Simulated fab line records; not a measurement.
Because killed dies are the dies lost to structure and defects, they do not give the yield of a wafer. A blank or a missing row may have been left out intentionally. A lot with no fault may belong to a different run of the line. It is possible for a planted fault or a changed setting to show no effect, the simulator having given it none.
Commonality check across tools ; flow nand_harc ; Sample size 11 lots and 33 wafers

## THE REASON FOR OPENING IT
Flagged at NHARC_P_M0_CD_MEAS_09: reading cd_nm, on 2 of 11 lots. Fault-free wafers read 90.1 nm, with a standard deviation of 0.55.
Rule: a lot gets a flag if all its wafers with a number sit over 4 standard deviations from that mean, or if no wafer of it has a number. All remaining lots are regarded as sound.

lot;measured;on;cd_nm (nm), wafer by wafer;flag
L587;day 6 09:31;cd_sem-02;90.7 90.3 89.8;
L588;day 6 14:36;cd_sem-01;90.1 91.8 90.3;
L589;day 6 23:37;cd_sem-03;89.4 90.4 89.1;
L592;day 7 06:22;cd_sem-01;90.8 90.0 90.9;
L594;day 8 04:13;cd_sem-03;90.3 90.6 89.3;
L595;day 8 08:01;cd_sem-02;89.8 90.0 89.5;
L599;day 9 09:17;cd_sem-01;89.5 90.4 90.7;
L602;day 10 07:58;cd_sem-01;90.4 89.5 89.0;
L604;day 10 15:53;cd_sem-02;97.4 97.6 96.9;FLAGGED
L606;day 11 00:38;cd_sem-01;97.5 96.4 97.9;FLAGGED
L607;day 11 06:22;cd_sem-01;90.6 89.9 90.4;
The mean of the flagged lots' numbers is 97.3 nm, +7.2 nm from the usual (+13 standard deviations).

## TOOL THAT RAN EACH LOT
3 process steps preceding the reading are held in the record, out of 1159 steps in the route. Cell contents, in order: the tool; ch with the chambers the sampled wafers went through; the start.
lot;flag;NHARC_P_CONTACT_ETCH_18;NHARC_P_CONTACT_DEGAS_38;NHARC_P_M0_PEB_07
L587;;rie_diel-12 ch 1,2,3, day 6 01:02 or earlier;pvd_sputter-02, day 6 01:02;litho_track-04 ch 0, day 6 09:26
L588;;rie_diel-02 ch 0,1,3, day 6 07:44 or earlier;pvd_sputter-01, day 6 07:44;litho_track-06 ch 0, day 6 14:31
L589;;rie_diel-02 ch 0,1,2, day 6 18:49 or earlier;pvd_sputter-02, day 6 18:49;litho_track-01 ch 0, day 6 23:32
L592;;rie_diel-12 ch 0,1,3, day 7 02:14 or earlier;pvd_sputter-03, day 7 02:14;litho_track-01 ch 0, day 7 06:17
L594;;rie_diel-12 ch 0,2, day 7 19:07 or earlier;pvd_sputter-03, day 7 19:07;litho_track-04 ch 0, day 8 04:08
L595;;rie_diel-02 ch 0,1,2, day 8 05:29 or earlier;pvd_sputter-01, day 8 05:29;litho_track-04 ch 0, day 8 07:56
L599;;rie_diel-12 ch 0,3, day 9 06:52 or earlier;pvd_sputter-02, day 9 06:52;litho_track-04 ch 0, day 9 09:11
L602;;rie_diel-02 ch 2,3, day 9 22:45 or earlier;pvd_sputter-03, day 9 22:45;litho_track-04 ch 0, day 10 07:53
L604;FLAGGED;rie_diel-05 ch 0,1, day 10 10:47 or earlier;pvd_sputter-01, day 10 10:47;litho_track-04 ch 0, day 10 15:48
L606;FLAGGED;rie_diel-05 ch 0,1,3, day 10 22:02 or earlier;pvd_sputter-03, day 10 22:02;litho_track-04 ch 0, day 11 00:34
L607;;rie_diel-12 ch 1,2,3, day 11 03:57 or earlier;pvd_sputter-01, day 11 03:57;litho_track-06 ch 0, day 11 06:16
These steps, and what they do:
- NHARC_P_CONTACT_ETCH_18: etches the open film in C4F8/O2/Ar, target depth 481 nm, time 240.5 s.
- NHARC_P_CONTACT_DEGAS_38: time 60 s.
- NHARC_P_M0_PEB_07: peb time 65 s.
- NHARC_P_M0_CD_MEAS_09: target cd 90 nm.

## FLAGGED AGAINST TOTAL, ONE TOOL AT A TIME (gauges that did the reading follow at the end)
step;tool;lots run;flagged;share of the flagged lots;sound lots run after its first flagged lot
NHARC_P_CONTACT_ETCH_18;rie_diel-02;4;0;none;-
NHARC_P_CONTACT_ETCH_18;rie_diel-05;2;2;all;0
NHARC_P_CONTACT_ETCH_18;rie_diel-12;5;0;none;-
NHARC_P_CONTACT_DEGAS_38;pvd_sputter-01;4;1;some;1 (L607)
NHARC_P_CONTACT_DEGAS_38;pvd_sputter-02;3;0;none;-
NHARC_P_CONTACT_DEGAS_38;pvd_sputter-03;4;1;some;0
NHARC_P_M0_PEB_07;litho_track-01;2;0;none;-
NHARC_P_M0_PEB_07;litho_track-04;7;2;all;0
NHARC_P_M0_PEB_07;litho_track-06;2;0;none;-
NHARC_P_M0_CD_MEAS_09;cd_sem-01;6;1;some;1 (L607)
NHARC_P_M0_CD_MEAS_09;cd_sem-02;3;1;some;0
NHARC_P_M0_CD_MEAS_09;cd_sem-03;2;0;none;-
With no start given for some of its lots, NHARC_P_CONTACT_ETCH_18 uses the hours and lot order of NHARC_P_CONTACT_DEGAS_38.

## THE TABLE: WHAT IT ALLOWS
In 2 table rows, all flagged lots were run: rie_diel-05 (NHARC_P_CONTACT_ETCH_18), litho_track-04 (NHARC_P_M0_PEB_07).
- rie_diel-05 at NHARC_P_CONTACT_ETCH_18 ran 2 lots, 2 of them flagged. The start can't be narrowed down: in this sample, it ran no sound lot prior to its first flagged lot.
- litho_track-04 at NHARC_P_M0_PEB_07 ran 7 lots, 2 of them flagged. Last sound lot L602 at day 10 07:53, first flagged lot L604 at day 10 15:48; a fault beginning in between fits. Its own readings (heater_power_total_W, plate_temp_C) fall more than 4 standard deviations out on all wafers of the flagged lots.
Counting lots can't tell these 2 tools apart, because each fits a fault that began at some hour. More lots, or a look at what each step does to the wafer, might.

## WHAT THE SIMULATOR HAD INSERTED
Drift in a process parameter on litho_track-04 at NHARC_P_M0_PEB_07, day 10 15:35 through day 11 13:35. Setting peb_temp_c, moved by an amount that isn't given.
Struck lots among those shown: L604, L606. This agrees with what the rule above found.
